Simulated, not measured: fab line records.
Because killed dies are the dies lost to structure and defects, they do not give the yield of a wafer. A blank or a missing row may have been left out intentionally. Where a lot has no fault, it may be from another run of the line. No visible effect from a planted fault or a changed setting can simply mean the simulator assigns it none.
fab line records	flow n5Finfet
record: lots: 5	wafers: 15	lastDay: 15
route steps=1938 shown BEOL_M0_CUTY@712 BEOL_M0@715 BEOL_M1@751 PASSIVATION@1936
lots that met no fault: taken from a fault-free run of the same line
startH: hours from the record's opening day to when the first of the lot's shown wafers began	waitH: how many hours have passed since the lot's step before this one	" the same as in the row above	L1.1+2: a row that stands for several wafers	- no value, or no start was given	* or withheld: withheld	< > ~ a bound
route shown NAME@n: a module of which the file shows steps, and the number in the route of the first	usual: mean/standard deviation taken from wafers without a fault	same: alike in all rows	chamber/n: place in a boat	sites: per-site readings	_std_site: standard deviation of those values	_edge_site: outer sites' mean less inner sites'	radiusMm: for every site, how far away it sits from the centre of the wafer	mask NAME#n: copy n	behind: the most recent tool/chamber to have shaped the wafer	hold: reason for holding the lot/hours on hold/outcome of the hold	device: the n, p or np transistor that did not switch	end of line: tests run on the same wafers once the route is complete	a step with no rows: only its recipe	killed: count of dies lost to structure and defects at first sort (not the wafer's yield)	map: a wafer's dies, x killed, . not, _ none there
set.NAME: the setting that was run; set.NAME@STEP: the one run at that earlier step	model.NAME: the simulator's own value behind a step, which no gauge read
certain route steps with their lots: each step a table, each wafer a row
services: when a tool's chamber went out of use (startH, in hours from the record's first day, below 0 if earlier), for how many hours, and the reason
== steps ==
step: N5_BEOL_M0_CUTY_ETCH_62
recipe: chemistry: CF4	target: SiARC	maskMaterial: CAR-ArF-block	timeS: 58.5	ionEnergyEv: 80	pressureMtorr: 40	sourceW: 545	biasW: 36	Ar_flow_sccm: 100	cf4FlowSccm: 100	ends: cleared
step: N5_BEOL_M0_CUTY_ETCH_63
recipe: chemistry: N2/H2	target: SOC	targetDepthA: 827	overetchA: 165	maskMaterial: SiARC	tempC: 40	ionEnergyEv: 200	timeS: 124	pressureMtorr: 30	sourceW: 840	biasW: 150	n2FlowSccm: 200	h2FlowSccm: 200
step: N5_BEOL_M0_CUTY_STRIP_64
recipe: chemistry: N2/H2	tempC: 40	n2FlowSccm: 200	h2FlowSccm: 200	rfFrequencyHz: 6e+07
step: N5_BEOL_M0_ETCH_138
recipe: chemistry: CH3F/O2	targetDepthA: 120	target: SiCN	timeS: 31.6	ionEnergyEv: 120	pressureMtorr: 30	sourceW: 395	biasW: 75	Ar_flow_sccm: 150	CH3F_flow_sccm: 30	O2_flow_sccm: 20	ends: cleared
usual: biasW: 74.98/0.21	drypumpMotorCurrentA: 5.6/0.6	etchRfOnTimeS: 28.7/1.1	oesProductAu: 0.69/0.085	rfVppV: 297.9/1.6	showerheadPlenumPTorr: 2.02/0.073	throttleValvePct: 16.32/0.29
lot.wafer	tool	chamber	startH	waitH	biasW	drypumpMotorCurrentA	etchRfOnTimeS	oesProductAu	rfHoursCounterH	rfVppV	showerheadPlenumPTorr	throttleValvePct
L848.2	rieDiel-04	0	119.95	0.0	75.16	6.7	29.1	0.64	163	298.9	2.08	16.31
L848.4	"	2	"	"	75.34	5.7	29.8	0.58	235	298.2	1.95	16.45
L848.6	"	0	"	"	74.58	6.7	30.4	0.64	-	300.5	2.08	16.31
L852.2	rieDiel-06	1	144.85	0.0	74.65	4.8	30.3	0.60	194	298.2	1.97	16.41
L852.4	"	3	"	"	75.03	5.9	28.8	0.69	82	297.7	2.01	16.22
L852.5	"	0	"	"	74.88	6.2	30.1	0.60	-	298.0	1.96	16.67
L856.1	rieDiel-04	1	168.62	0.0	74.82	5.8	28.9	0.60	232	299.4	2.07	16.98
L856.3	"	3	"	"	74.84	6.2	29.5	0.66	120	295.3	1.95	16.64
L856.6	"	3	"	"	75.04	6.2	30.4	0.66	-	297.0	1.95	16.64
L859.2	rieDiel-04	0	186.57	0.0	74.71	6.7	28.9	0.63	187	299.3	2.07	16.35
L859.5	"	2	"	"	75.19	5.7	28.4	0.85	-	297.9	1.94	16.05
L859.6	"	3	"	"	74.95	6.2	28.8	0.66	-	296.5	1.94	16.65
L860.2	rieDiel-05	0	192.68	0.0	74.90	4.8	26.3	0.58	247	295.3	1.90	16.66
L860.4	"	2	"	"	74.83	5.3	27.6	0.73	53	298.5	2.00	15.79
L860.5	"	0	"	"	75.20	4.8	27.5	0.59	-	295.8	1.90	16.67
step: N5_BEOL_M0_HM_OPEN_105
recipe: chemistry: Cl2/BCl3	targetDepthA: 120	target: TiN	ionEnergyEv: 150	pressureMtorr: 10	icpW: 1000	biasW: 126	Cl2_flow_sccm: 53.25	bcl3FlowSccm: 21.75	Ar_flow_sccm: 25
usual: biasW: 126.1/0.42	drypumpMotorCurrentA: 5.8/0.42	oesProductAu: 0.78/0.092	throttleValvePct: 21.80/0.19
lot.wafer	tool	chamber	startH	waitH	biasW	drypumpMotorCurrentA	oesProductAu	rfHoursCounterH	throttleValvePct
L848.2	rieMetal-02	1	121.38	1.4	125.9	5.8	0.85	8	21.78
L848.4	"	0	"	"	126.8	6.6	0.84	-	21.60
L848.6	"	1	"	"	126.1	5.8	0.86	-	21.78
L852.2	rieMetal-01	1	145.71	0.8	126.0	5.5	0.57	141	21.94
L852.4	"	0	"	"	125.6	5.9	0.76	-	21.74
L852.5	"	0	"	"	125.9	5.8	0.76	-	21.74
L856.1	rieMetal-01	0	169.56	0.9	126.4	5.9	0.75	50	21.75
L856.3	"	0	"	"	125.9	5.9	0.74	-	21.74
L856.6	"	0	"	"	126.3	5.9	0.75	-	21.75
L859.2	rieMetal-03	1	192.68	6.1	125.6	5.7	0.64	116	22.19
L859.5	"	0	"	"	125.9	5.3	0.86	-	21.69
L859.6	"	1	"	"	125.4	5.7	0.64	-	22.19
L860.2	rieMetal-02	0	193.24	0.5	125.5	6.6	0.82	25	21.64
L860.4	"	1	"	"	126.7	5.8	0.81	-	21.81
L860.5	"	0	"	"	125.1	6.6	0.81	-	21.64
step: N5_BEOL_M0_STRIP_140
recipe: chemistry: CF4	resist: SiARC	powerW: 300	biasPowerW: 75	pressureMtorr: 50	cf4FlowSccm: 150	rfFrequencyHz: 6e+07
step: N5_BEOL_M0_STRIP_104
recipe: chemistry: N2/H2	powerW: 450	tempC: 40	pressureMtorr: 20	rfFrequencyHz: 6e+07	overashFraction: 0.3	biasPowerW: 7	h2Frac: 0.5	n2FlowSccm: 200	h2FlowSccm: 200
step: N5_BEOL_M0_WET_ETCH_106
recipe: chemistry: DHF	dilution: 10:1	tempC: 25	target: SiO2	targetDepthA: 1300	dry: ipaMarangoni	rinseTimeS: 30	rinseTempC: 23
step: N5_BEOL_M0_ETCH_128
recipe: chemistry: CF4/N2	targetDepthA: 120	overetchA: 51	target: SiCN	timeS: 21.4	ionEnergyEv: 150	pressureMtorr: 40	sourceW: 430	biasW: 70	Ar_flow_sccm: 100	cf4FlowSccm: 60	n2FlowSccm: 60
step: N5_BEOL_M0_TRENCH_ETCH_107
recipe: chemistry: C4F6/O2	targetDepthA: 328	target: SiOC	timeS: 16.4	ionEnergyEv: 250	pressureMtorr: 30	sourceW: 355	biasW: 185	Ar_flow_sccm: 300	C4F6_flow_sccm: 10	O2_flow_sccm: 10
step: N5_BEOL_M0_STRIP_142
recipe: chemistry: N2/H2	timeS: 10	powerW: 450	tempC: 40	pressureMtorr: 20	rfFrequencyHz: 6e+07	biasPowerW: 7	n2FlowSccm: 200	h2FlowSccm: 200
step: N5_BEOL_M0_OCD_MEAS_108
usual: trenchDepthNm: 32.9/0.64
lot.wafer	tool	chamber	startH	waitH	trenchDepthNm
L848.2	ocd-01	-	122.13	0.1	32.0
L848.4	"	-	"	"	32.7
L848.6	"	-	"	"	31.7
L852.2	ocd-01	-	147.03	0.1	33.2
L852.4	"	-	"	"	32.9
L852.5	"	-	"	"	33.1
L856.1	ocd-02	-	170.41	0.1	32.4
L856.3	"	-	"	"	32.8
L856.6	"	-	"	"	32.4
L859.2	ocd-01	-	194.35	0.1	33.6
L859.5	"	-	"	"	33.3
L859.6	"	-	"	"	33.5
L860.2	ocd-02	-	194.72	0.1	33.6
L860.4	"	-	"	"	33.7
L860.5	"	-	"	"	32.8
step: N5_BEOL_M0_HM_STRIP_129
recipe: chemistry: peroxideTinStrip	material: TiN	targetDepthA: 170	tempC: 50	timeS: 108
lot.wafer	tool	chamber	startH	waitH
L848.2+4+6	wetBench-03	4,7,6	122.17	0.0
L852.2+4+5	wetBench-05	5,4,2	147.16	0.1
L856.1+3+6	wetBench-06	7,2,3	170.44	0.0
L859.2+5+6	wetBench-05	5,4,2	194.38	0.0
L860.2+4+5	wetBench-06	7,4,0	194.76	0.0
step: N5_BEOL_M0_SRD_130
recipe: timeS: 30	tempC: 23	rinseLiquid: diw	dry: ipaMarangoni
step: N5_BEOL_M0_ETCH_109
recipe: chemistry: CH3F/O2	targetDepthA: 80	overetchA: 24	target: SiCN	timeS: 27.4	ionEnergyEv: 120	pressureMtorr: 30	sourceW: 395	biasW: 75	Ar_flow_sccm: 150	CH3F_flow_sccm: 30	O2_flow_sccm: 20
step: N5_BEOL_M0_STRIP_139
recipe: chemistry: postEtchResidueRemover	timeS: 60	tempC: 25	removerPh: withheld	removerWaterWtPct: withheld	removerFluorideWtPct: withheld
step: N5_BEOL_M0_SRD_111
recipe: timeS: 30	tempC: 23	rinseLiquid: diw	dry: ipaMarangoni
step: N5_BEOL_M0_DEGAS_112
recipe: ambient: vacuum	tempC: 250	timeS: 60
step: N5_BEOL_M0_PRE_CLEAN_113
recipe: gas: H2/He	timeS: 30	tempC: 250
step: N5_BEOL_M0_ALD_136
recipe: material: TaN	targetThkA: *	tempC: 275	aldPrecursorFamily: PDMAT	aldCoReactant: NH3	pressureTorr: 3	carrierFlowSccm: 1500	pulseTimeS: 2	purgeTimeS: 3	coReactantPurgeTimeS: 2	coReactantPulseTimeS: 3	aldCycles: 30	precursorVesselTempC: 75	precursorVesselPressureTorr: 26.25	precursorVesselCarrierSccm: 1000
usual: heaterPowerW: 404/38	precursorVesselTempC: 75.00/0.14	susceptorTempC: 275.02/0.18
same: purgeTimeS: 3
lot.wafer	tool	chamber	startH	waitH	heaterPowerW	precursorVesselTempC	susceptorTempC
L848.2	aldMetal-01	3	123.82	0.3	388	75.16	275.06
L848.4	"	2	"	"	347	74.92	274.74
L848.6	"	0	"	"	393	75.12	275.14
L852.2	aldMetal-04	0	149.56	0.0	414	74.99	274.93
L852.4	"	2	"	"	392	74.79	275.13
L852.5	"	2	"	"	388	75.02	274.83
L856.1	aldMetal-04	0	171.36	0.1	427	75.05	275.07
L856.3	"	3	"	"	450	75.10	275.07
L856.6	"	2	"	"	389	75.20	275.19
L859.2	aldMetal-01	1	195.43	0.1	373	74.76	275.15
L859.5	"	1	"	"	377	74.75	275.09
L859.6	"	0	"	"	404	74.97	275.30
L860.2	aldMetal-04	0	195.54	0.0	423	74.98	275.04
L860.4	"	1	"	"	430	74.77	275.13
L860.5	"	1	"	"	432	74.78	275.05
step: N5_BEOL_M0_SURFACE_TREAT_137
recipe: gas: Ar	timeS: *	ionEnergyEv: *	ionCurrentMaCm2: 0.5	pressureMtorr: *	arFlowSccm: 30
step: N5_BEOL_M0_CVD_115
recipe: material: Co	targetThkA: *	tempC: withheld	precursor: CCTBA/H2	pressureTorr: 30	timeS: 120
step: N5_BEOL_M0_SPUTTER_116
recipe: material: Cu	targetThkA: 40	tempC: -20	chamberPressurePa: 0.07	powerW: withheld	timeS: 7.37
step: N5_BEOL_M0_ANNEAL_117
recipe: tempC: 400	timeS: 60	ambient: vacuum
step: N5_BEOL_M0_SPUTTER_132
recipe: material: Cu	targetThkA: 40	tempC: -20	chamberPressurePa: 0.07	powerW: withheld	timeS: 7.37
step: N5_BEOL_M0_ANNEAL_133
recipe: tempC: 400	timeS: 60	ambient: vacuum
usual: heaterPowerW: 852/120	susceptorTempC: 400.00/0.22
lot.wafer	tool	chamber	startH	waitH	heaterPowerW	susceptorTempC
L848.2	pvdSputter-03	-	125.52	0.0	1099	400.17
L848.4	"	-	"	"	693	400.24
L848.6	"	-	"	"	1079	400.01
L852.2	pvdSputter-02	-	150.17	0.0	1050	399.66
L852.4	"	-	"	"	779	399.70
L852.5	"	-	"	"	967	400.40
L856.1	pvdSputter-02	-	173.58	0.0	805	399.89
L856.3	"	-	"	"	1045	400.01
L856.6	"	-	"	"	799	400.32
L859.2	pvdSputter-01	-	196.18	0.0	927	400.23
L859.5	"	-	"	"	910	400.09
L859.6	"	-	"	"	831	400.03
L860.2	pvdSputter-02	-	196.34	0.0	976	399.64
L860.4	"	-	"	"	1056	399.85
L860.5	"	-	"	"	933	399.87
step: N5_BEOL_M0_SPUTTER_134
recipe: material: Cu	targetThkA: 40	tempC: -20	chamberPressurePa: 0.07	powerW: withheld	timeS: 7.37
step: N5_BEOL_M0_ANNEAL_135
recipe: tempC: 400	timeS: 60	ambient: vacuum
step: N5_BEOL_M0_SPUTTER_141
recipe: material: Cu	targetThkA: 40	tempC: -20	chamberPressurePa: 0.07	powerW: withheld	timeS: 7.37
step: N5_BEOL_M0_ECD_118
recipe: material: Cu	targetThkA: 3000
step: N5_BEOL_M0_ANNEAL_119
recipe: tempC: 225	timeS: 90	ambient: N2
step: N5_BEOL_M0_CMP_120
recipe: stopOn: SiOC	tOverpolishS: 6.9	downForcePsi: 1	platenRpm: 50	clearingPlatenDownForcePsi: 1.5	clearingPlatenRpm: 50	postCmpClean: cuAlkaline	clearingPlatenPadVelocityMS: 0.99484	padVelocityMS: 0.99484
step: N5_BEOL_M0_PRE_CLEAN_131
recipe: gas: NH3/H2	timeS: 15	tempC: *	rfPowerW: 300
step: N5_BEOL_M0_CO_CAP_123
recipe: material: Co	targetThkA: 20	tempC: 200	precursor: CCTBA/H2	pressureTorr: 30	timeS: 102.1
step: N5_BEOL_M0_PRE_CLEAN_124
recipe: gas: NH3	timeS: 15	tempC: withheld	rfPowerW: 300
step: N5_BEOL_M0_DEP_125
recipe: material: SiCN	targetThkA: 80	tempC: withheld	precursor: 3MS/NH3	pressureTorr: 3	rfW: 202	timeS: 14
step: N5_BEOL_M0_RS_MEAS_126
recipe: thkMeasGauge: four-point-probe	reads: Co_of_BEOL_M0_CO_CAP_123+Cu_of_BEOL_M0_ECD_118+Co_of_BEOL_M0_CVD_115+TaN_of_BEOL_M0_ALD_136
usual: M0_RS: 0.540/0.023
lot.wafer	tool	chamber	startH	waitH	M0_RS[ohm/sq]
L848.2	filmMetro-02	-	126.79	0.1	0.585
L848.4	"	-	"	"	0.560
L848.6	"	-	"	"	0.562
L852.2	filmMetro-01	-	151.39	0.1	0.557
L852.4	"	-	"	"	0.561
L852.5	"	-	"	"	0.530
L856.1	filmMetro-01	-	175.14	0.0	0.543
L856.3	"	-	"	"	0.531
L856.6	"	-	"	"	0.506
L859.2	filmMetro-02	-	197.45	0.1	0.561
L859.5	"	-	"	"	0.546
L859.6	"	-	"	"	0.534
L860.2	filmMetro-02	-	197.65	0.1	0.507
L860.4	"	-	"	"	0.548
L860.5	"	-	"	"	0.507
step: N5_BEOL_M1_ILD_DEP_00
recipe: material: SiOC	targetThkA: 790	tempC: 350	precursor: DEMS/O2	pressureTorr: 5	rfW: 500	timeS: 15.3
step: N5_BEOL_M1_THK_MEAS_01
recipe: reads: SiOC_of_BEOL_M1_ILD_DEP_00
usual: M1_ILD_THK: 78.6/1
lot.wafer	tool	chamber	startH	waitH	M1_ILD_THK[nm]
L848.2	filmMetro-02	-	126.92	0.1	77.5
L848.4	"	-	"	"	78.8
L848.6	"	-	"	"	78.8
L852.2	filmMetro-01	-	151.52	0.1	77.7
L852.4	"	-	"	"	78.3
L852.5	"	-	"	"	79.1
L856.1	filmMetro-01	-	175.27	0.0	76.5
L856.3	"	-	"	"	77.4
L856.6	"	-	"	"	78.9
L859.2	filmMetro-02	-	197.58	0.1	77.8
L859.5	"	-	"	"	79.2
L859.6	"	-	"	"	79.6
L860.2	filmMetro-01	-	197.78	0.1	78.3
L860.4	"	-	"	"	81.2
L860.5	"	-	"	"	80.9
step: N5_BEOL_M1_PECVD_72
recipe: material: SiO2	targetThkA: 160	tempC: 400	precursor: TEOS/O2	pressureTorr: 5.5	rfW: 450	teosFlowSccm: 53.8	gas: O2	flowSccm: 3000	timeS: 18
usual: heaterPowerW: 691/110	showerheadPlenumPTorr: 8.79/0.065	showerheadVppV: 1343/56	susceptorTempC: 400.00/0.21	throttleValvePct: 22.6/0.83
lot.wafer	tool	chamber	startH	waitH	heaterPowerW	showerheadPlenumPTorr	showerheadVppV	susceptorTempC	throttleValvePct
L848.2	pecvd-01	0	126.96	0.0	837	8.84	1340	399.72	23.5
L848.4	"	1	"	"	933	8.77	1376	400.39	23.0
L848.6	"	0	"	"	827	8.83	1369	399.73	23.5
L852.2	pecvd-02	0	151.55	0.0	558	8.76	1337	399.97	23.5
L852.4	"	1	"	"	630	8.90	1303	399.91	23.3
L852.5	"	0	"	"	540	8.73	1344	399.97	23.2
L856.1	pecvd-01	0	175.31	0.0	722	8.86	1373	400.08	23.8
L856.3	"	1	"	"	889	8.80	1376	399.91	23.0
L856.6	"	0	"	"	743	8.85	1365	400.07	23.4
L859.2	pecvd-01	0	197.62	0.0	821	8.83	1366	400.11	23.5
L859.5	"	0	"	"	834	8.85	1372	399.74	24.0
L859.6	"	1	"	"	902	8.77	1391	400.35	23.0
L860.2	pecvd-03	0	197.81	0.0	684	8.78	1252	399.94	22.0
L860.4	"	2	"	"	765	8.77	1369	399.89	22.6
L860.5	"	0	"	"	689	8.78	1255	400.20	21.8
step: N5_PASSIVATION_PROBE_49
usual: defectLimitedYield: 91.4/1.5	killed_at_M0_to_M3: 36/11	killed_at_M4_up: 14/6	killedAtContacts: 11/6	killedAtFrontEnd: 37/11	killedAtOther: 4/3.4	killedDies: 102/18	killedOnRim: 13/3.5	killedOpen: 66/13	killedShort: 34/7.8	sort_bin_4_leakage: 0.00/0.017	sort_bin_5_function: 5.0/0.97	sort_bin_6_memory: 3.2/0.7	sort_bin_8_speed: 0.0/0.38	sortNPass: 1078/19	sortYieldPct: 91.3/1.6
same: grossDies: 1180	killedAtBackSide: 0
lot.wafer	tool	chamber	startH	waitH	defectLimitedYield[%]	killed_at_M0_to_M3	killed_at_M4_up	killedAtContacts	killedAtFrontEnd	killedAtOther	killedDies	killedOnRim	killedOpen	killedShort	sort_bin_4_leakage[%]	sort_bin_5_function[%]	sort_bin_6_memory[%]	sort_bin_8_speed[%]	sortNPass	sortYieldPct[%]
L848.2	prober-01	-	286.97	0.1	93.6	17	11	7	39	2	76	10	43	30	0	4.0	2.3	0	1104	93.6
L848.4	prober-01	-	287.07	0.2	94.1	24	12	5	29	0	70	9	46	23	0	4.1	1.9	0	1110	94.1
L848.6	prober-01	-	287.17	0.3	90.4	43	15	16	37	2	113	16	81	31	0	5.5	3.9	0	1067	90.4
L852.2	prober-01	-	309.54	0.1	91.8	52	5	14	22	4	97	15	76	21	0	5.4	2.6	0	1083	91.8
L852.4	prober-01	-	309.64	0.2	93.2	38	9	6	24	3	80	13	48	29	0	4.1	2.5	0	1100	93.2
L852.5	prober-01	-	309.69	0.2	93.9	25	5	11	26	5	72	13	53	18	0	3.8	2.0	0	1108	93.9
L856.1	prober-02	-	332.43	0.0	90.1	55	15	10	33	4	117	14	81	35	0	5.4	3.9	0	1063	90.1
L856.3	prober-02	-	332.53	0.1	91.8	45	19	7	21	5	97	12	58	39	0	5.0	2.6	0	1083	91.8
L856.6	prober-02	-	332.68	0.3	90.4	41	14	14	41	3	113	13	74	36	0	5.1	4.0	0.1	1067	90.4
L859.2	prober-02	-	344.68	0.8	91.5	40	13	13	31	3	100	11	53	46	0.08	5.0	3.4	0	1079	91.4
L859.5	prober-02	-	344.83	1.0	93.4	37	10	7	23	1	78	8	47	30	0	3.4	3.0	0	1102	93.4
L859.6	prober-02	-	344.88	1.0	91.0	35	21	15	32	3	106	16	62	41	0	4.9	3.9	0	1074	91.0
L860.2	prober-02	-	349.87	0.9	87.3	95	7	2	44	2	150	30	63	30	0	8.0	2.8	0	1030	87.3
L860.5	prober-02	-	350.02	1.1	91.0	36	7	13	49	1	106	12	67	38	0	5.1	3.7	0	1074	91.0
killed by level:class
L848.2 FIN_SAQP:geometricParticle:short=10 ILD0:geometricParticle:short=7 BEOL_M4:geometricParticle:open=6 ILD0:geometricParticle:open=5 MOL_CONTACT_COAG:geometricParticle:open=5 STI_FIN_REVEAL:geometricParticle:open=4 BEOL_M0_SAQP:geometricParticle:open=4 BEOL_M0_SAQP:geometricParticle:short=4
L848.4 BEOL_M3:geometricParticle:open=8 GATE_CUT:geometricParticle:short=6 BEOL_M6:geometricParticle:open=5 ILD0:geometricParticle:open=5 BEOL_M2:geometricParticle:open=5 BEOL_M0_SAQP:geometricParticle:open=4 FIN_SAQP:geometricParticle:short=3 DUMMY_GATE:geometricParticle:open=3
L848.6 BEOL_M2:geometricParticle:open=14 MOL_CONTACT_COAG:geometricParticle:open=11 BEOL_M0_SAQP:geometricParticle:open=9 BEOL_M3:geometricParticle:open=9 FIN_SAQP:geometricParticle:short=7 DUMMY_GATE:geometricParticle:open=7 FIN_SAQP:geometricParticle:open=6 STI_FIN_REVEAL:geometricParticle:open=6
L852.2 BEOL_M1:geometricParticle:open=13 MOL_CONTACT_COAG:geometricParticle:open=12 BEOL_M3:geometricParticle:open=12 BEOL_M0_SAQP:geometricParticle:open=11 BEOL_M2:geometricParticle:open=6 FIN_SAQP:geometricParticle:short=5 FIN_SAQP:geometricParticle:open=4 BEOL_M1:geometricParticle:short=4
L852.4 BEOL_M1:geometricParticle:open=10 BEOL_M0_SAQP:geometricParticle:short=9 BEOL_M2:geometricParticle:open=8 BEOL_M0_SAQP:geometricParticle:open=5 BEOL_M8:geometricParticle:open=5 STARTING-WAFER:geometricParticle:short=5 FIN_SAQP:geometricParticle:short=4 MOL_CONTACT_COAG:geometricParticle:open=4
L852.5 BEOL_M2:geometricParticle:open=10 MOL_CONTACT_COAG:geometricParticle:open=9 STI_FIN_REVEAL:geometricParticle:open=7 FIN_SAQP:geometricParticle:open=4 BEOL_M3:geometricParticle:open=4 FIN_SAQP:geometricParticle:short=3 STI_FIN_REVEAL:geometricParticle:short=3 BEOL_M0_SAQP:geometricParticle:short=3
L856.1 BEOL_M0_SAQP:geometricParticle:open=17 BEOL_M1:geometricParticle:open=13 FIN_SAQP:geometricParticle:open=11 MOL_CONTACT_COAG:geometricParticle:open=9 BEOL_M0_SAQP:geometricParticle:short=9 FIN_SAQP:geometricParticle:short=7 BEOL_M2:geometricParticle:open=7 BEOL_M4:geometricParticle:open=7
L856.3 BEOL_M3:geometricParticle:open=13 BEOL_M0_SAQP:geometricParticle:short=11 MOL_CONTACT_COAG:geometricParticle:open=7 BEOL_M0_SAQP:geometricParticle:open=6 BEOL_M3:geometricParticle:short=6 BEOL_M5:geometricParticle:open=5 BEOL_M0:geometricParticle:open=4 BEOL_M4:geometricParticle:open=4
L856.6 MOL_CONTACT_COAG:geometricParticle:open=14 FIN_SAQP:geometricParticle:short=12 FIN_SAQP:geometricParticle:open=10 BEOL_M3:geometricParticle:open=10 BEOL_M0_SAQP:geometricParticle:short=9 BEOL_M0_SAQP:geometricParticle:open=7 BEOL_M1:geometricParticle:open=6 BEOL_M4:geometricParticle:open=6
L859.2 BEOL_M0_SAQP:geometricParticle:short=10 MOL_CONTACT_COAG:geometricParticle:open=9 BEOL_M3:geometricParticle:short=9 GATE_CUT:geometricParticle:short=7 BEOL_M3:geometricParticle:open=7 BEOL_M4:geometricParticle:open=7 FIN_SAQP:geometricParticle:open=6 BEOL_M0_SAQP:geometricParticle:open=6
L859.5 BEOL_M3:geometricParticle:open=10 BEOL_M0_SAQP:geometricParticle:open=9 BEOL_M0_SAQP:geometricParticle:short=8 FIN_SAQP:geometricParticle:short=7 MOL_CONTACT_COAG:geometricParticle:open=6 DUMMY_GATE:geometricParticle:open=3 GATE_CUT:geometricParticle:short=3 BEOL_M1:geometricParticle:open=3
L859.6 BEOL_M0_SAQP:geometricParticle:short=12 BEOL_M0_SAQP:geometricParticle:open=10 MOL_CONTACT_COAG:geometricParticle:open=8 BEOL_M4:geometricParticle:open=7 FIN_SAQP:geometricParticle:open=6 FIN_SAQP:geometricParticle:short=6 MOL_CONTACT_COAG:geometricParticle:short=6 DUMMY_GATE:geometricParticle:open=5
L860.2 BEOL_M0:unspecified=56 BEOL_M1:geometricParticle:open=13 STI_FIN_REVEAL:geometricParticle:open=13 BEOL_M0_SAQP:geometricParticle:open=8 FIN_SAQP:geometricParticle:short=7 FIN_SAQP:geometricParticle:open=5 DUMMY_GATE:geometricParticle:open=5 BEOL_M0_SAQP:geometricParticle:short=5
L860.5 BEOL_M1:geometricParticle:open=14 DUMMY_GATE:geometricParticle:open=13 FIN_SAQP:geometricParticle:short=9 STI_FIN_REVEAL:geometricParticle:open=7 BEOL_M2:geometricParticle:open=6 MOL_CONTACT_COAG:geometricParticle:short=6 MOL_CONTACT_COAG:geometricParticle:open=6 GATE_CUT:geometricParticle:short=5
map L860.2 (x killed, . not)
_________________...x..x.....________________
______________x..x.x............_____________
___________x.....xx.....x.x........__________
__________..x......x..........x.x..._________
________..........x...........x.x....x_______
_______.x...x.................x....x...______
______........x...........x.....x......._____
_____..x.................................____
____......................................___
___.....................................x..__
___...x..........x................xx....x..__
__........xx...xx.........x................._
__.....x............................x....x.._
_.............................x.........x....
_...........xx...............................
_..............x....................x......x.
_......................x..x..................
_..........x..x....x.....x........x.x....x...
_..........................x........x.x.x....
_............x.x..................x..........
_xx..........x........x......................
__......x...........x..x...................._
__..........x.............x..........xx.x..._
___.................................x.x.xxx__
___.x..........................x...xxxxxxxx__
____...............x.x...........xxxxxxxxx___
_____......................x....xxxxxxxxx____
______..x......x...........xx..xxxxxxxxx_____
_______...........x....x.........xxxxxx______
________..x...........x.......x..xxxxx_______
__________...x..................xxxx_________
___________...............x.x.....x__________
______________..............x..._____________
_________________..x.........________________
map L856.1 (x killed, . not)
_________________............________________
______________..x...x......x...._____________
___________....x.....x.............__________
__________...x..x........x.........._________
________.........x..xx...x.x.....x...._______
_______.x..............................______
______....x...x..x...........x........x._____
_____......................x.......x....x____
____..xxxx...x...............xx...........___
___........................x......x........__
___.....x.x.x...................x.x........__
__...................x.....................x_
__x.................x..x....x..x............_
_.........x.......x....x.....................
_...........x...................x..........x.
_............x..........x................x...
_....................x..........x......x....x
_......x..x...............................xx.
_...........x.......x.....................x..
_....xx..................x..............x....
_.....x..................x.x...x..x..........
__...............x........x.......xx........_
__.....x......x........x.x.................._
___.....x......x.x.........x.......xx..x...__
___..........x.........x..................x__
____..x.....x....x..................x.x..x___
_____...................x....x...x.......____
______x.........x..........x............_____
_______....x..................xx.......______
________......x.....x................._______
__________x..............x.........._________
___________....x...................__________
______________.....x.x...x...x.._____________
_________________x.........x.________________
== services ==
tool	chamber	startH	hours	kind
aldMetal-04	-	101.21	8.7	pm
pvdSputter-02	-	103.35	1.5	repair
pvdSputter-02	-	127.15	4.5	repair
wetBench-06	-	131.95	1.9	pm
rieDiel-05	3	133.54	-	clean
rieDiel-05	3	133.54	-	consumableReplace:focusRing
rieDiel-05	3	133.54	18.2	scheduledDown
wetBench-03	-	135.46	4.0	repair
pecvd-02	-	137.52	0.7	repair
rieDiel-04	0	138.65	5.3	repair
pecvd-03	-	138.88	0.5	repair
pvdSputter-01	-	141.51	3.1	repair
rieDiel-06	0	147.08	5.7	repair
pvdSputter-01	-	151.78	1.0	repair
rieMetal-01	1	155.69	-	clean
rieMetal-01	1	155.69	22.2	scheduledDown
rieMetal-01	1	155.69	22.2	ventCycle
rieMetal-02	-	156.51	1.4	pm
rieDiel-04	2	159.67	-	clean
rieDiel-04	2	159.67	-	consumableReplace:focusRing
rieDiel-04	2	159.67	21.8	scheduledDown
rieDiel-04	2	159.67	21.8	ventCycle
wetBench-05	-	188.75	2.9	repair
pvdSputter-01	-	194.09	0.8	repair
== key ==
firstSign: step: N5_PASSIVATION_PROBE_49	reading: killed_at_M0_to_M3	direction: up	sigmas: 5.6	usual: 36	struck: 95
effect: step: N5_PASSIVATION_PROBE_49	reading: killedDies	direction: up	sigmas: 2.7	usual: 102	struck: 150
moreKillsBornAt: N5_BEOL_M0_HM_STRIP_129@wetBench-06: 56
metAt N5_BEOL_M0_HM_STRIP_129
struckWafers L860.2
onsetBetween 170.44 194.76
fault: kind: chamberParticleSource	tool: wetBench-06	chamber: 7	onsetH: 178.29	steps: N5_BEOL_M0_HM_STRIP_129	ratePerVisitCm2: 0.72023	endH: 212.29
